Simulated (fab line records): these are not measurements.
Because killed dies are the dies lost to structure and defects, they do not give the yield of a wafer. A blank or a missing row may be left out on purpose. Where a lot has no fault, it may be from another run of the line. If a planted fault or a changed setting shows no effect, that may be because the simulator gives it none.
Matching of chambers    flow nand_harc    pecvd-03 running NHARC_P_M0_PRE_CLEAN_31: 3 sister chambers
The step time 12 s. 6 wafers are shown with their chamber, then 11 later ones without.

## EACH WAFER AND ITS CHAMBER
wafer   chamber  heater_power_w (W)
L085.5  2        603
L086.2  1        741
L086.6  2        646
L087.5  1        711
L087.6  0        708
L089.1  0        697

## WAFERS MISSING THEIR CHAMBER
wafer   heater_power_w (W)
L089.3  756
L089.4  708
L090.2  537
L090.3  689
L090.6  687
L091.2  720
L091.3  707
L091.6  688
L096.1  603
L096.3  694
L096.4  627

## THE CHAMBER EACH PASSED THROUGH
wafer   from the rows above      in truth
L089.3  can't be placed: 1 or 0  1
L089.4  can't be placed: 0 or 1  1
L090.2  2                        2
L090.3  can't be placed: 0 or 1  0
L090.6  can't be placed: 0 or 1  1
L091.2  can't be placed: 1 or 0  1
L091.3  can't be placed: 0 or 1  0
L091.6  can't be placed: 0 or 1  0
L096.1  2                        2
L096.3  can't be placed: 0 or 1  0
L096.4  2                        2
Correctly placed: 3 of 11. From these rows, 8 cannot be placed; in 8 the true chamber is one of the candidates. Number placed wrongly: 0.
How it was worked out, from the rows above alone: a wafer's distance from a chamber is the root of the sum, over the readings, of the square of ((its reading less the chamber's mean) divided by the reading's scatter). The wafer belongs to the nearest chamber; if the next one is less than 2 further off, it can't be placed. The mean given for a chamber averages the wafers shown for that chamber. The scatter is the square root of a quotient: the sum, over the shown wafers, of each reading's squared deviation from its chamber's mean, divided by wafers minus chambers.
